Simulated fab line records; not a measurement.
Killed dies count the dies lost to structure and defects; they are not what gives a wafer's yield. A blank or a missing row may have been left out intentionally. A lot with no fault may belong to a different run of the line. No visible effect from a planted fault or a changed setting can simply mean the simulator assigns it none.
Matching of chambers + flow nand harc + NHARC_A_CHANNEL_HOLE_D2_ETCH_44 on rie diel-06 has 4 sister chambers
The step etches the open film in CF4/O2, target depth 140 nm, overetch 14 nm, time 77 s. 8 wafers are shown with their chamber, then 9 later ones without.

## WAFERS WITH THEIR CHAMBER
| wafer  | chamber | showerhead plenum p Torr (Torr) | drypump motor current A (A) |
|--------|---------|---------------------------------|-----------------------------|
| L077.6 | 0       | 1.35                            | 6.1                         |
| L078.3 | 1       | 1.34                            | 5.8                         |
| L089.1 | 2       | 1.25                            | 6.4                         |
| L089.2 | 3       | 1.43                            | 4.8                         |
| L089.6 | 1       | 1.34                            | 5.8                         |
| L092.2 | 2       | 1.25                            | 6.4                         |
| L092.3 | 0       | 1.34                            | 6.0                         |
| L092.4 | 3       | 1.43                            | 4.9                         |

## WAFERS WITH NO CHAMBER GIVEN
| wafer  | showerhead plenum p Torr (Torr) | drypump motor current A (A) |
|--------|---------------------------------|-----------------------------|
| L095.1 | 1.34                            | 6.1                         |
| L095.2 | 1.25                            | 6.4                         |
| L095.5 | 1.25                            | 6.4                         |
| L096.1 | 1.34                            | 5.8                         |
| L096.2 | 1.34                            | 6.0                         |
| L096.5 | 1.34                            | 5.8                         |
| L097.2 | 1.43                            | 4.8                         |
| L097.3 | 1.25                            | 6.4                         |
| L097.4 | 1.34                            | 6.1                         |

## WHICH CHAMBER EACH ONE RAN IN
| wafer  | from the rows above | in truth |
|--------|---------------------|----------|
| L095.1 | 0                   | 0        |
| L095.2 | 2                   | 2        |
| L095.5 | 2                   | 2        |
| L096.1 | 1                   | 1        |
| L096.2 | 0                   | 0        |
| L096.5 | 1                   | 1        |
| L097.2 | 3                   | 3        |
| L097.3 | 2                   | 2        |
| L097.4 | 0                   | 0        |
9 of 9 placed correctly. Can't be placed from these rows: 0. Placed wrongly: 0.
How it was worked out, from the rows above alone: a wafer's distance from a chamber is the root of the sum, over the readings, of the square of ((its reading less the chamber's mean) divided by the reading's scatter). If the next closest chamber is less than 2 further off than the closest, the wafer can't be placed; otherwise it belongs to the closest. Each chamber's mean is taken over the wafers shown for it. The scatter is the square root of a quotient: the sum, over the shown wafers, of each reading's squared deviation from its chamber's mean, divided by wafers minus chambers.
